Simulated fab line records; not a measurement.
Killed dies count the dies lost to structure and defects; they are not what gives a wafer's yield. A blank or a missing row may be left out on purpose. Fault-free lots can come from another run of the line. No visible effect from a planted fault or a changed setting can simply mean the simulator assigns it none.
fab line records	flow n5_finfet
[record] lots = 15	wafers = 45	last_day = 18
route steps=1938 shown BEOL_M7@1319 BEOL_M8@1333
lots that met no fault: taken from a fault-free run of the same line
start_h: the number of hours between the record's first day and the start of the first shown wafer of the lot	wait_h: hours from the lot's prior step to this one	" unchanged from the row above	L1.1+2: a row that stands for several wafers	- no value, or no start was given	* or withheld: withheld	< > ~ a bound
route shown NAME@n: NAME is a module with steps in the file, n the number in the route of the first one	usual: the fault-free wafers' mean and standard deviation	same: alike in all rows	chamber/n: place in a boat	sites: readings site by site	_std_site: standard deviation across them	_edge_site: outer sites' mean less inner sites'	radius_mm: how far each site lies from the wafer's centre	mask NAME#n: copy n	behind: the last tool/chamber to shape the wafer	hold: reason for holding the lot/hours on hold/outcome of the hold	device: whichever transistor did not switch (one of n, p or np)	end of line: tests of these same wafers at the route's end	where a step has no rows: the recipe by itself	killed: dies that structure and defects cost at the first sort, which is not the same as the wafer's yield	map: a wafer's dies, x killed, . not, _ none there
set.NAME: setting as actually run; set.NAME@STEP: the setting as run at that earlier step	model.NAME: the simulator's own value behind a step, which no gauge read
route steps across a sampled set of lots; one table per step, one row per wafer
services: when a tool's chamber went out of use (start_h, in hours from the record's first day, below 0 if earlier), for how many hours, and the reason
[[steps]]
[step N5_BEOL_M7_PRE_CLEAN_45]
[recipe] gas = H2/He	time_s = 30	temp_c = 250
[usual] heater_power_w = 322/28
lot.wafer	tool	chamber	start_h	wait_h	heater_power_w
L310.3	pvd_sputter-01	-	186.80	0.0	277
L310.5	"	-	"	"	279
L310.6	"	-	"	"	328
L312.1	pvd_sputter-02	-	205.81	0.0	387
L312.4	"	-	"	"	330
L312.5	"	-	"	"	330
L314.1	pvd_sputter-02	-	214.34	0.0	323
L314.5	"	-	"	"	333
L314.6	"	-	"	"	382
L315.1	pvd_sputter-03	-	216.74	0.0	297
L315.2	"	-	"	"	353
L315.3	"	-	"	"	350
L316.1	pvd_sputter-03	-	225.93	0.0	306
L316.3	"	-	"	"	342
L316.6	"	-	"	"	352
L318.3	pvd_sputter-01	-	243.51	0.0	327
L318.4	"	-	"	"	345
L318.6	"	-	"	"	292
L320.2	pvd_sputter-01	-	246.51	0.0	321
L320.3	"	-	"	"	338
L320.4	"	-	"	"	275
L322.2	pvd_sputter-01	-	262.22	0.0	298
L322.3	"	-	"	"	272
L322.5	"	-	"	"	297
L323.1	pvd_sputter-01	-	271.30	0.0	342
L323.4	"	-	"	"	325
L323.5	"	-	"	"	284
L321.1	pvd_sputter-03	-	271.52	0.0	310
L321.2	"	-	"	"	303
L321.5	"	-	"	"	307
L324.2	pvd_sputter-01	-	295.97	0.0	292
L324.4	"	-	"	"	333
L324.5	"	-	"	"	289
L329.1	pvd_sputter-01	-	312.85	0.0	271
L329.4	"	-	"	"	340
L329.6	"	-	"	"	337
L328.1	pvd_sputter-03	-	325.61	0.0	345
L328.3	"	-	"	"	300
L328.4	"	-	"	"	356
L330.2	pvd_sputter-03	-	329.63	0.0	294
L330.4	"	-	"	"	357
L330.5	"	-	"	"	350
L332.1	pvd_sputter-01	-	345.66	0.0	299
L332.4	"	-	"	"	338
L332.5	"	-	"	"	338
[step N5_BEOL_M7_ANNEAL_51]
[recipe] temp_c = 225	time_s = 90	ambient = N2
[usual] wafer_temp_C_max = 226.4/0.31
lot.wafer	tool	chamber	start_h	wait_h	wafer_temp_C_max
L310.3	rtp_anneal-02	0	188.02	0.4	226.1
L310.5	"	0	"	"	226.2
L310.6	"	0	"	"	226.3
L312.1	rtp_anneal-02	0	206.86	0.4	226.6
L312.4	"	0	"	"	226.3
L312.5	"	0	"	"	226.6
L314.1	rtp_anneal-02	0	215.85	0.8	226.0
L314.5	"	0	"	"	226.2
L314.6	"	0	"	"	226.1
L315.1	rtp_anneal-02	0	217.63	0.1	226.7
L315.2	"	0	"	"	226.8
L315.3	"	0	"	"	227.3
L316.1	rtp_anneal-02	0	228.25	0.1	226.0
L316.3	"	0	"	"	226.9
L316.6	"	0	"	"	226.4
L318.3	rtp_anneal-01	0	244.53	0.1	226.4
L318.4	"	0	"	"	226.5
L318.6	"	0	"	"	226.7
L320.2	rtp_anneal-01	0	247.62	0.1	226.3
L320.3	"	0	"	"	225.6
L320.4	"	0	"	"	226.0
L322.2	rtp_anneal-02	0	264.42	1.0	226.4
L322.3	"	0	"	"	226.4
L322.5	"	0	"	"	226.4
L323.1	rtp_anneal-02	0	272.35	0.1	226.6
L323.4	"	0	"	"	226.4
L323.5	"	0	"	"	226.6
L321.1	rtp_anneal-02	0	272.62	0.2	226.5
L321.2	"	0	"	"	226.4
L321.5	"	0	"	"	226.6
L324.2	rtp_anneal-01	0	298.66	0.3	226.8
L324.4	"	0	"	"	226.1
L324.5	"	0	"	"	225.9
L329.1	rtp_anneal-02	0	313.82	0.2	226.5
L329.4	"	0	"	"	226.2
L329.6	"	0	"	"	226.0
L328.1	rtp_anneal-02	0	329.02	0.1	226.2
L328.3	"	0	"	"	226.5
L328.4	"	0	"	"	226.0
L330.2	rtp_anneal-02	0	330.59	0.2	226.3
L330.4	"	0	"	"	226.5
L330.5	"	0	"	"	226.1
L332.1	rtp_anneal-02	0	346.83	0.3	226.2
L332.4	"	0	"	"	226.3
L332.5	"	0	"	"	226.5
[step N5_BEOL_M8_CURE_74]
[recipe] temp_c = 385	time_s = 240	ambient = He/Ar	material = SiCOH_lowk
[usual] lamp_power_pct = 52.31/0.051	wafer_temp_C_max = 386.9/0.58
lot.wafer	tool	chamber	start_h	wait_h	lamp_power_pct	wafer_temp_C_max
L310.3	uv_cure-02	0	188.94	0.2	52.26	386.8
L310.5	"	0	"	"	52.31	387.0
L310.6	"	0	"	"	52.29	387.0
L312.1	uv_cure-03	2	207.86	0.2	52.38	386.9
L312.4	"	2	"	"	52.29	386.6
L312.5	"	2	"	"	52.35	386.8
L314.1	uv_cure-03	0	216.76	0.1	52.29	386.0
L314.5	"	0	"	"	52.22	386.0
L314.6	"	0	"	"	52.39	385.9
L315.1	uv_cure-01	0	218.54	0.1	52.37	387.1
L315.2	"	0	"	"	52.30	386.7
L315.3	"	0	"	"	52.35	386.8
L316.1	uv_cure-01	2	229.38	0.1	52.31	386.6
L316.3	"	2	"	"	52.22	386.5
L316.6	"	2	"	"	52.28	387.2
L318.3	uv_cure-03	1	245.45	0.2	52.25	385.9
L318.4	"	1	"	"	52.30	386.2
L318.6	"	1	"	"	52.32	386.7
L320.2	uv_cure-01	0	248.50	0.1	52.29	387.7
L320.3	"	0	"	"	52.33	387.4
L320.4	"	0	"	"	52.24	387.2
L322.2	uv_cure-03	0	266.12	0.9	52.36	386.0
L322.3	"	0	"	"	52.33	385.8
L322.5	"	0	"	"	52.37	385.7
L323.1	uv_cure-02	1	273.25	0.0	52.42	386.6
L323.4	"	1	"	"	52.28	386.5
L323.5	"	1	"	"	52.32	386.3
L321.1	uv_cure-01	0	273.53	0.1	52.29	387.3
L321.2	"	0	"	"	52.31	387.1
L321.5	"	0	"	"	52.22	386.7
L324.2	uv_cure-02	0	299.54	0.1	52.37	386.9
L324.4	"	0	"	"	52.26	387.6
L324.5	"	0	"	"	52.32	388.6
L329.1	uv_cure-02	2	314.67	0.0	52.28	387.1
L329.4	"	2	"	"	52.38	387.5
L329.6	"	2	"	"	52.23	387.3
L328.1	uv_cure-02	1	329.88	0.0	52.23	386.2
L328.3	"	1	"	"	52.23	386.2
L328.4	"	1	"	"	52.32	386.1
L330.2	uv_cure-02	2	331.51	0.1	52.36	387.2
L330.4	"	2	"	"	52.35	387.4
L330.5	"	2	"	"	52.29	387.3
L332.1	uv_cure-02	1	347.70	0.1	52.28	387.0
L332.4	"	1	"	"	52.39	387.1
L332.5	"	1	"	"	52.31	387.2
[step N5_BEOL_M8_ETCH_62]
[recipe] chemistry = N2/H2	target = SOC	target_depth_a = 1100	overetch_a = 220	mask_material = SiARC	temp_c = 40	time_s = 165	ion_energy_ev = 200	pressure_mtorr = 30	source_w = 840	bias_w = 150	n2_flow_sccm = 200	h2_flow_sccm = 200
[usual] bias_w = 150.0/0.46	chamber_pressure_mTorr = 30.001/0.027	drypump_motor_current_A = 5.7/0.4	h2_flow_sccm = 200.1/0.65	oes_product_au = 0.68/0.081	rf_vpp_V = 523.6/3	showerhead_plenum_p_Torr = 2.54/0.11	throttle_valve_pct = 17.71/0.28
lot.wafer	tool	chamber	start_h	wait_h	bias_w	chamber_pressure_mTorr	drypump_motor_current_A	h2_flow_sccm	oes_product_au	rf_hours_counter_h	rf_vpp_V	showerhead_plenum_p_Torr	throttle_valve_pct
L310.3	rie_diel-04	0	191.73	0.0	149.9	29.990	5.6	199.0	0.58	245	520.4	2.41	17.92
L310.5	"	2	"	"	150.6	30.023	5.8	199.0	0.62	-	525.8	2.65	18.06
L310.6	"	3	"	"	149.7	29.962	5.4	200.5	0.74	-	521.2	2.48	17.31
L312.1	rie_diel-04	2	209.87	0.1	149.3	29.976	5.8	200.3	0.62	190	525.9	2.64	18.06
L312.4	"	3	"	"	150.1	29.945	5.4	200.1	0.73	-	521.5	2.47	17.34
L312.5	"	3	"	"	149.9	29.989	5.4	200.6	0.73	-	520.7	2.47	17.31
L314.1	rie_diel-06	1	219.63	0.0	150.2	30.028	6.0	200.3	0.57	254	520.4	2.50	18.21
L314.5	"	3	"	"	149.1	29.941	6.5	199.8	0.72	-	522.4	2.47	17.75
L314.6	"	2	"	"	149.8	30.050	5.4	200.6	0.59	-	519.8	2.43	18.19
L315.1	rie_diel-04	2	220.93	0.0	150.4	30.016	5.8	199.7	0.61	197	527.1	2.64	18.09
L315.2	"	3	"	"	149.6	30.040	5.3	199.8	0.71	53	521.2	2.47	17.33
L315.3	"	0	"	"	149.6	29.999	5.6	200.2	0.84	1	528.1	2.72	17.52
L316.1	rie_diel-04	0	231.57	0.0	150.3	29.960	5.7	199.0	0.82	4	529.7	2.72	17.52
L316.3	"	3	"	"	150.0	30.004	5.3	199.9	0.72	56	523.3	2.47	17.35
L316.6	"	2	"	"	149.7	30.011	5.8	199.3	0.60	-	526.7	2.64	18.08
L318.3	rie_diel-04	0	247.63	0.0	149.7	29.991	5.6	200.6	0.80	9	528.5	2.72	17.56
L318.4	"	1	"	"	149.9	29.934	5.2	199.8	0.60	213	519.0	2.42	17.50
L318.6	"	3	"	"	150.0	30.022	5.3	200.2	0.70	-	522.9	2.47	17.34
L320.2	rie_diel-04	2	251.27	0.0	150.9	30.043	5.8	199.8	0.60	208	526.1	2.64	18.11
L320.3	"	3	"	"	149.8	29.977	5.3	199.8	0.71	64	521.9	2.47	17.36
L320.4	"	1	"	"	150.6	29.969	5.3	199.8	0.59	215	520.0	2.42	17.50
L322.2	rie_diel-06	1	270.62	0.0	150.1	30.014	6.0	200.0	0.80	9	522.2	2.49	17.74
L322.3	"	0	"	"	150.6	29.971	6.6	200.1	0.78	16	521.9	2.47	17.58
L322.5	"	1	"	"	149.6	30.010	6.0	200.4	0.79	-	521.5	2.49	17.74
L321.1	rie_diel-04	1	278.56	0.0	149.4	30.042	5.2	200.3	0.59	224	520.8	2.41	17.52
L321.2	"	0	"	"	149.5	29.997	5.6	200.6	0.79	20	527.9	2.72	17.55
L321.5	"	3	"	"	150.1	29.979	5.4	199.3	0.70	-	522.4	2.46	17.36
L323.1	rie_diel-04	0	278.81	0.0	150.3	30.011	5.6	200.1	0.79	20	527.0	2.72	17.55
L323.4	"	2	"	"	150.6	30.036	5.8	200.8	0.59	217	526.4	2.63	18.12
L323.5	"	0	"	"	150.5	30.017	5.6	199.5	0.78	-	529.0	2.72	17.56
L324.2	rie_diel-04	2	302.48	0.0	149.8	30.011	5.8	201.0	0.59	225	525.4	2.63	18.12
L324.4	"	0	"	"	150.6	29.982	5.6	200.5	0.77	29	528.3	2.71	17.58
L324.5	"	1	"	"	149.3	29.988	5.2	200.4	0.59	-	521.9	2.41	17.53
L329.1	rie_diel-05	0	318.55	0.0	-	-	-	-	-	-	-	-	-
L329.4	"	1	"	"	-	-	-	-	-	-	-	-	-
L329.6	"	1	"	"	-	-	-	-	-	-	-	-	-
L328.1	rie_diel-04	1	331.16	0.0	-	-	-	-	-	-	-	-	-
L328.3	"	0	"	"	-	-	-	-	-	-	-	-	-
L328.4	"	3	"	"	-	-	-	-	-	-	-	-	-
L330.2	rie_diel-04	0	333.78	0.0	-	-	-	-	-	-	-	-	-
L330.4	"	3	"	"	-	-	-	-	-	-	-	-	-
L330.5	"	3	"	"	-	-	-	-	-	-	-	-	-
L332.1	rie_diel-06	0	350.17	0.0	151.1	30.003	6.6	201.0	0.72	47	521.2	2.46	17.61
L332.4	"	0	"	"	150.4	30.001	6.6	201.4	0.72	-	522.3	2.46	17.61
L332.5	"	1	"	"	149.9	29.966	6.0	201.3	0.74	-	520.6	2.48	17.77
[step N5_BEOL_M8_HM_OPEN_17]
[recipe] chemistry = Cl2/BCl3	target_depth_a = 200	overetch_a = 60	target = TiN	mask_material = SOC	ion_energy_ev = 150	pressure_mtorr = 10	icp_w = 1000	bias_w = 126	Cl2_flow_sccm = 53.25	bcl3_flow_sccm = 21.75	Ar_flow_sccm = 25
[usual] chamber_pressure_mTorr = 10.000/0.01	drypump_motor_current_A = 5.51/0.2	oes_product_au = 0.67/0.073	throttle_valve_pct = 22.19/0.18
lot.wafer	tool	chamber	start_h	wait_h	chamber_pressure_mTorr	drypump_motor_current_A	oes_product_au	rf_hours_counter_h	throttle_valve_pct
L310.3	rie_metal-02	1	191.95	0.1	9.988	5.28	0.73	-	22.32
L310.5	"	0	"	"	10.001	5.49	0.50	-	22.24
L310.6	"	1	"	"	9.985	5.33	0.73	-	22.34
L312.1	rie_metal-01	1	210.14	0.0	9.989	5.57	0.74	16	21.92
L312.4	"	1	"	"	10.009	5.62	0.75	-	21.92
L312.5	"	1	"	"	10.020	5.61	0.76	-	21.90
L314.1	rie_metal-02	1	219.82	0.0	9.994	5.36	0.72	21	22.32
L314.5	"	1	"	"	10.012	5.32	0.73	-	22.32
L314.6	"	1	"	"	9.997	5.30	0.73	-	22.33
L315.1	rie_metal-02	1	221.12	0.0	9.996	5.30	0.72	21	22.35
L315.2	"	1	"	"	9.996	5.30	0.71	-	22.33
L315.3	"	1	"	"	9.997	5.30	0.72	-	22.32
L316.1	rie_metal-03	1	231.75	0.0	9.998	5.48	0.56	109	22.47
L316.3	"	1	"	"	10.019	5.50	0.56	-	22.46
L316.6	"	1	"	"	10.005	5.49	0.55	-	22.49
L318.3	rie_metal-01	1	247.85	0.1	10.007	5.60	0.75	-	21.90
L318.4	"	0	"	"	10.002	5.87	0.63	-	22.07
L318.6	"	1	"	"	10.009	5.60	0.75	-	21.94
L320.2	rie_metal-03	1	251.48	0.1	9.991	5.49	0.55	-	22.52
L320.3	"	1	"	"	10.024	5.48	0.56	-	22.49
L320.4	"	1	"	"	10.014	5.48	0.56	-	22.47
L322.2	rie_metal-01	0	270.81	0.0	9.969	5.90	0.63	51	22.07
L322.3	"	0	"	"	9.983	5.85	0.64	-	22.06
L322.5	"	0	"	"	9.990	5.89	0.63	-	22.06
L321.1	rie_metal-03	1	278.74	0.0	10.002	5.48	0.55	116	22.49
L321.2	"	1	"	"	9.975	5.49	0.55	-	22.49
L321.5	"	1	"	"	10.001	5.47	0.55	-	22.49
L323.1	rie_metal-01	0	279.00	0.0	9.985	5.85	0.63	52	22.08
L323.4	"	1	"	"	9.993	5.60	0.72	-	21.93
L323.5	"	0	"	"	10.007	5.89	0.62	-	22.09
L324.2	rie_metal-03	0	302.67	0.0	9.985	5.24	0.67	41	22.10
L324.4	"	0	"	"	10.013	5.25	0.67	-	22.09
L324.5	"	1	"	"	10.020	5.50	0.55	-	22.50
L329.1	rie_metal-02	0	318.74	0.0	9.991	5.50	0.33	8	22.81
L329.4	"	0	"	"	10.011	5.49	0.32	-	22.81
L329.6	"	1	"	"	9.998	5.31	0.31	-	23.00
L328.1	rie_metal-03	0	331.34	0.0	10.003	5.25	0.29	44	22.76
L328.3	"	0	"	"	9.999	5.26	0.29	-	22.74
L328.4	"	0	"	"	9.995	5.26	0.29	-	22.74
L330.2	rie_metal-02	0	333.97	0.0	10.007	5.51	0.32	10	22.80
L330.4	"	1	"	"	10.007	5.33	0.30	-	23.01
L330.5	"	0	"	"	10.006	5.48	0.33	-	22.82
L332.1	rie_metal-01	0	350.36	0.0	9.994	5.88	0.62	58	22.09
L332.4	"	1	"	"	9.998	5.56	0.71	-	21.94
L332.5	"	0	"	"	10.004	5.88	0.62	-	22.09
[step N5_BEOL_M8_CD_MEAS_18]
[recipe] pitch_nm = 80	target_cd_nm = 40
[usual] cd_nm = 40.3/0.7
lot.wafer	tool	chamber	start_h	wait_h	cd_nm
L310.3	cd_sem-02	-	192.10	0.1	40.5
L310.5	"	-	"	"	40.3
L310.6	"	-	"	"	40.9
L312.1	cd_sem-01	-	210.55	0.1	41.2
L312.4	"	-	"	"	40.2
L312.5	"	-	"	"	40.0
L314.1	cd_sem-02	-	220.10	0.1	39.5
L314.5	"	-	"	"	38.3
L314.6	"	-	"	"	39.8
L315.1	cd_sem-02	-	221.39	0.0	40.2
L315.2	"	-	"	"	40.2
L315.3	"	-	"	"	39.8
L316.1	cd_sem-01	-	232.11	0.0	40.4
L316.3	"	-	"	"	40.5
L316.6	"	-	"	"	39.5
L318.3	cd_sem-01	-	248.00	0.1	38.6
L318.4	"	-	"	"	41.3
L318.6	"	-	"	"	40.6
L320.2	cd_sem-03	-	251.76	0.1	41.0
L320.3	"	-	"	"	40.3
L320.4	"	-	"	"	40.1
L322.2	cd_sem-03	-	271.07	0.1	40.6
L322.3	"	-	"	"	41.6
L322.5	"	-	"	"	40.4
L321.1	cd_sem-02	-	279.05	0.0	40.2
L321.2	"	-	"	"	39.6
L321.5	"	-	"	"	41.2
L323.1	cd_sem-01	-	279.26	0.0	40.5
L323.4	"	-	"	"	41.7
L323.5	"	-	"	"	40.9
L324.2	cd_sem-02	-	302.85	0.1	40.3
L324.4	"	-	"	"	39.6
L324.5	"	-	"	"	40.1
L329.1	cd_sem-02	-	318.92	0.0	-
L329.4	"	-	"	"	-
L329.6	"	-	"	"	-
L328.1	cd_sem-03	-	331.61	0.0	-
L328.3	"	-	"	"	-
L328.4	"	-	"	"	-
L330.2	cd_sem-01	-	334.15	0.1	-
L330.4	"	-	"	"	-
L330.5	"	-	"	"	-
L332.1	cd_sem-01	-	350.56	0.0	40.7
L332.4	"	-	"	"	41.1
L332.5	"	-	"	"	41.2
[[services]]
tool	chamber	start_h	hours	kind
uv_cure-02	-	172.99	1.0	pm
uv_cure-03	-	192.98	0.3	repair
uv_cure-03	-	208.83	2.1	pm
rie_metal-02	1	209.25	8.3	repair
rie_metal-02	-	233.44	1.1	repair
rie_metal-03	0	240.05	54.4	repair
uv_cure-01	-	249.66	0.5	repair
uv_cure-01	-	250.81	0.8	repair
uv_cure-03	-	264.08	1.0	pm
rie_diel-04	-	266.81	2.4	repair
rie_diel-06	-	267.21	0.6	repair
rie_diel-06	-	275.37	4.3	pm
uv_cure-01	-	276.86	1.2	repair
uv_cure-01	-	292.76	14.6	pm
rie_diel-06	2	294.86	13.9	repair
rie_diel-04	2	302.94	7.1	repair
rie_diel-04	2	310.68	4.4	repair
pvd_sputter-02	-	311.06	2.8	repair
rie_metal-01	1	320.81	10.9	repair
uv_cure-03	-	323.29	7.1	pm
rie_metal-02	1	343.36	2.2	repair
uv_cure-01	-	346.62	11.6	repair
rie_diel-04	3	347.13	14.3	repair
pvd_sputter-03	-	348.61	9.2	repair
[[key]]
[first_sign] step = N5_BEOL_M8_ETCH_62	reading = tool_record	direction = missing
[effect] step = N5_BEOL_M8_HM_OPEN_17	reading = oes_product_au	direction = down	sigmas = 5	usual = 0.67	struck = 0.31
[effect] step = N5_BEOL_M8_CD_MEAS_18	reading = cd_nm	direction = missing
met_at N5_BEOL_M8_ETCH_62
struck_lots L328,L329,L330
later_rows_left_out L328.1,L328.3,L328.4,L329.1,L329.4,L329.6,L330.2,L330.4,L330.5
sort_left_out L328.1,L328.3,L328.4,L329.1,L329.4,L329.6,L330.2,L330.4,L330.5
not_acting_at N5_BEOL_M7_PRE_CLEAN_45,N5_BEOL_M7_ANNEAL_51,N5_BEOL_M8_CURE_74
onset_between 302.48 318.55
[fault] kind = skipped_step_whole	tool = rie_diel-04,rie_diel-05	chamber = -	onset_h = 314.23	steps = N5_BEOL_M8_ETCH_62	scope = struck_lots_only
// sort_left_out: the simulated sort isn't trusted on such a fault, so these wafers' sort isn't shown, and their yield isn't known
// later_rows_left_out: the simulator's readings of these wafers behind a module that went badly wrong aren't trusted and aren't shown, but for the sort
